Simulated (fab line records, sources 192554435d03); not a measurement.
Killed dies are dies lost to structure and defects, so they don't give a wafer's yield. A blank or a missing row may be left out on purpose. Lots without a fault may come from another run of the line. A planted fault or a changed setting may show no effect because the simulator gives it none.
Chamber matching | flow n5_finfet | N5_BEOL_M1_ETCH_69 on rie_diel-05: 4 sister chambers
The step etches SiARC in CF4, target depth 15.6 nm, time 26 s. 20 wafers are shown with their chamber, then 10 later ones without.

WAFERS WITH THEIR CHAMBER
wafer  | chamber | showerhead_plenum_p_Torr (Torr) | throttle_valve_pct (%) | oes_product_au (a.u.)
L076.1 | 3       | 2.23                            | 15.43                  | 0.63
L076.3 | 1       | 2.18                            | 15.51                  | 0.73
L076.4 | 0       | 2.03                            | 15.86                  | 0.63
L078.1 | 2       | 2.21                            | 15.95                  | 0.63
L078.3 | 3       | 2.23                            | 15.42                  | 0.63
L078.6 | 2       | 2.21                            | 15.94                  | 0.63
L079.1 | 2       | 2.21                            | 15.96                  | 0.62
L079.3 | 1       | 2.17                            | 15.52                  | 0.74
L079.5 | 3       | 2.23                            | 15.44                  | 0.63
L080.1 | 2       | 2.21                            | 15.97                  | 0.63
L080.2 | 1       | 2.17                            | 15.52                  | 0.74
L080.4 | 3       | 2.23                            | 15.44                  | 0.63
L081.1 | 2       | 2.21                            | 15.98                  | 0.63
L081.2 | 3       | 2.23                            | 15.43                  | 0.63
L081.3 | 1       | 2.17                            | 15.54                  | 0.73
L082.1 | 2       | 2.20                            | 15.98                  | 0.62
L082.2 | 0       | 2.03                            | 15.86                  | 0.63
L082.6 | 0       | 2.03                            | 15.85                  | 0.62
L084.1 | 0       | 2.03                            | 15.86                  | 0.62
L084.3 | 1       | 2.17                            | 15.58                  | 0.72

SIGNATURES (means of the wafers above)
reading                  | chamber 0 | chamber 1 | chamber 2 | chamber 3 | scatter within a chamber
showerhead_plenum_p_Torr | 2.0300    | 2.1720    | 2.2083    | 2.2300    | 0.0032
throttle_valve_pct       | 15.8575   | 15.5340   | 15.9633   | 15.4320   | 0.0173
oes_product_au           | 0.6250    | 0.7320    | 0.6267    | 0.6300    | 0.00566
Rule: a wafer's distance from a chamber is the root of the sum, over the readings, of the square of ((its reading less the chamber's mean) divided by the reading's scatter). The wafer belongs to the nearest chamber; if the next one is less than 2 further off, it can't be placed. The scatter: the root of (the sum of the squares of (reading less its chamber's mean) over the shown wafers, divided by (wafers less chambers)).

WAFERS WITHOUT THEIR CHAMBER
wafer  | showerhead_plenum_p_Torr (Torr) | throttle_valve_pct (%) | oes_product_au (a.u.)
L084.6 | 2.20                            | 15.99                  | 0.62
L085.2 | 2.20                            | 15.99                  | 0.62
L085.3 | 2.17                            | 15.56                  | 0.73
L085.6 | 2.03                            | 15.87                  | 0.62
L090.1 | 2.17                            | 15.58                  | 0.71
L090.3 | 2.22                            | 15.46                  | 0.62
L090.5 | 2.17                            | 15.55                  | 0.73
L095.1 | 2.02                            | 15.90                  | 0.61
L095.3 | 2.22                            | 15.48                  | 0.60
L095.4 | 2.20                            | 16.03                  | 0.60

WHICH CHAMBER EACH WENT THROUGH
wafer  | from the rows above | in truth
L084.6 | 2                   | 2
L085.2 | 2                   | 2
L085.3 | 1                   | 1
L085.6 | 0                   | 0
L090.1 | 1                   | 1
L090.3 | 3                   | 3
L090.5 | 1                   | 1
L095.1 | 0                   | 0
L095.3 | 3                   | 3
L095.4 | 2                   | 2
Placed correctly: 10 of 10. Can't be placed from these rows: 0. Placed wrongly: 0.
